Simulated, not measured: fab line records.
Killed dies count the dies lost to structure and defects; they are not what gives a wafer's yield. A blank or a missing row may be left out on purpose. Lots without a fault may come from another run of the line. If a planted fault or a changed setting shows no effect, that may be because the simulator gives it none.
Problem report in the 8D (eight disciplines) form, filled by code + flow n5Finfet + the parts of the form that need people (team, actions taken, sign-off) are left out

## 1. THE ISSUE
Wafers without a fault read 61.5 s, standard deviation 2.1; timeToEndpointS at N5_BEOL_M3_CMP_52 reads a mean of 93.1 s on 5 wafers belonging to 3 lots. That is +15 standard deviations from the usual mean.
The step: polishes, stops on SiOC, t overpolish 6.8 s, target thk 40 nm.
Earliest sighting: wafer L582.1 on cmp-04 at day 9 01:10. The record holds 29 wafers of 10 lots with a number at this step. The rule behind "out" and "out of limits": a value lying over 4 standard deviations away from the usual mean. The other wafers with a number count as sound.

## 2. WHAT THIS IS AND IS NOT
| question                    | is                                     | is not                                                                                |
|-----------------------------|----------------------------------------|---------------------------------------------------------------------------------------|
| which readings at this step | timeToEndpointS                        | motorCurrentA, retainingRingPressureFrac                                              |
| which lots                  | L582, L583, L586                       | L575, L576, L577, L579, L580, L594, L598                                              |
| which wafers of those lots  | L582.1, L582.4, L583.1, L583.4, L586.4 | L582.6, L583.6, L586.2                                                                |
| read on which tools         | cmp-01, cmp-02, cmp-04                 | -                                                                                     |
| when                        | from day 9 01:10                       | up to then (16 sound wafers); but 8 sound wafers of L583, L586, L594, L598 came after |

## 3. SUSPECTS, AND WHAT RULES EACH OUT
Counting: a tool at a process step up to the reading stays a suspect if it ran every lot that is out. Sound lots after the first of them don't rule it out here, since some wafers of a struck lot are sound.
- ecdCu-02 at N5_BEOL_M3_ECD_50 (material Cu, target thk 300 nm): kept. It ran every lot that is out, first L582 (day 9 00:44); its last sound lot up to then is L579 (day 9 00:04).
After counting, what remains is ecdCu-02 at N5_BEOL_M3_ECD_50.

## 4. THE CAUSE (what the simulator had put in)
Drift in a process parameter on ecdCu-02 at N5_BEOL_M3_ECD_50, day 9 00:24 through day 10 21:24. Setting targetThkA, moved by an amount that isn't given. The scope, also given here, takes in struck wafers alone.
Counting left only this tool.

## 5. SEQUENCE OF EFFECTS, ordered by route
One row per reading whose mean, taken over the struck wafers that have a number, lies over 3 standard deviations from the usual. Scope: only readings with a usual standard deviation given in the record; hours: median across lots of the time from each lot's start at the first step in this table that gives one to its start at this step; sigmas: change in usual standard deviations.
| hours | step              | reading         | usual  | on struck wafers | change | sigmas |
|-------|-------------------|-----------------|--------|------------------|--------|--------|
| 0     | N5_BEOL_M3_CMP_52 | timeToEndpointS | 61.5 s | 93.1             | +31.6  | +15    |
Here are the process steps it includes:
- N5_BEOL_M3_CMP_52: polishes, stops on SiOC, t overpolish 6.8 s, target thk 40 nm.
At these later measuring or inspecting steps, every struck wafer for which the step has a row has a number for every such reading, and none has moved that far: N5_BEOL_M4_RC_MEAS_101.

## 6. WHAT WOULD HAVE CAUGHT IT SOONER
In this record the first reading out of limits was taken at day 9 01:10, 1 hour after the fault began at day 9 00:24.
L583, L586, from the lots that are out (3), started N5_BEOL_M3_ECD_50 on ecdCu-02 later than day 9 01:10. A hold on the tool at that time would have spared those 2.
